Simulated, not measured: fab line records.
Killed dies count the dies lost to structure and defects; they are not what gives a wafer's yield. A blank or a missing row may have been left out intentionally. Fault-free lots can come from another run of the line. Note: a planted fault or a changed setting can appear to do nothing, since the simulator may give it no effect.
A lot that was struck, set against a sound lot :: flow nand_harc :: 14 out of 1159 route steps
Sound: the wafers L887.1, L887.2, L887.5. Struck: wafer L896.5; the same lot's L896.4 was not struck, so it is left out; see the end for the cause.
Per side, at each step with rows, come the tool, then ch with its chambers, and then its first start. Under that, the readings that differ: sound wafers :: struck wafers :: difference of the means :: sigmas: that difference in standard deviations of wafers without a fault.
alike: readings with means less than 2 such deviations apart, plus words and numbers identical on both sides. not compared: withheld readings, readings lacking a value on some wafer, bounds such as >300 that could conceal the same value, and numbers that have no deviation in the record and whose values overlap.
The two part at a step that has a row with sigmas, a row that says differs or no value, or rows on one side only. Numbers that don't overlap but have no deviation are shown without sigmas and don't part them. Lack of a reading on every wafer of one side parts them only where that side has two or more wafers.

NHARC_A_SOURCE_PLATE_THK_MEAS_09: measures by ellipsometry.
  sound: film_metro-02 at day 9 08:01; struck: film_metro-02 at day 11 16:26
  alike: thk_nm
then, 3 steps without rows for these wafers: NHARC_A_SOURCE_PLATE_PVD_04 (deposits WSi2, target thk 50 nm); NHARC_A_SOURCE_PLATE_CVD_03 (deposits poly-Si, target thk 200 nm, time 4000 s); NHARC_A_SOURCE_PLATE_ANNEAL_05 (time 1800 s).
NHARC_A_SOURCE_PLATE_THK_MEAS_06: measures by ellipsometry.
  sound: film_metro-02 at day 9 21:04; struck: film_metro-01 at day 12 05:33
  alike: thk_nm
NHARC_A_SOURCE_PLATE_INSPECT_08:
  sound: defect_inspect-01 at day 9 21:10; struck: defect_inspect-02 at day 12 05:38
  alike: raw_defect_count
then NHARC_A_ONON_D1_DEP_00 (target thk 1000 nm), 1 step lacking rows for these wafers.
NHARC_A_ONON_D1_THK_MEAS_02: measures by ellipsometry.
  sound: film_metro-02 at day 9 21:45; struck: film_metro-02 at day 12 06:13
reading: thk_nm (nm)
sound: 988 989 989
struck: 1013
difference: +24
sigmas: +3
then NHARC_A_ONON_D1_DEP_03 (target thk 1000 nm), 1 step lacking rows for these wafers.
NHARC_A_ONON_D1_THK_MEAS_05: measures by ellipsometry.
  sound: film_metro-02 at day 9 22:19; struck: film_metro-01 at day 12 06:46
reading: thk_nm (nm)
sound: 965 965 965
struck: 1022
difference: +57
sigmas: +4
NHARC_A_ONON_D1_DEP_06: target thk 1000 nm.
  sound on pecvd_onon-02 ch 0, day 9 22:23; struck on pecvd_onon-04 ch 0, day 12 07:00
NHARC_A_ONON_D1_THK_MEAS_08: measures by ellipsometry.
  sound: film_metro-02 at day 9 22:55; struck: film_metro-01 at day 12 07:22
reading: thk_nm (nm)
sound: 1011 1013 1012
struck: 642
difference: -370
sigmas: -28
then NHARC_A_ONON_D1_DEP_09 (target thk 1000 nm), 1 step lacking rows for these wafers.
-- break in the record here, with 12 days between the starts of the struck wafers on either side (left off in module A_ONON_D1, picked up again in module END, where the first step shown is number 1159 on the route) --
NHARC_END_SORT_01:
  here the record holds rows for the struck wafers (prober-01 ch 0, day 24 12:23) but none for the sound ones

== WHERE THEY PART ==
Last at NHARC_END_SORT_01 as far as this record goes, first at NHARC_A_ONON_D1_THK_MEAS_02.

WHY: what the simulator had put in
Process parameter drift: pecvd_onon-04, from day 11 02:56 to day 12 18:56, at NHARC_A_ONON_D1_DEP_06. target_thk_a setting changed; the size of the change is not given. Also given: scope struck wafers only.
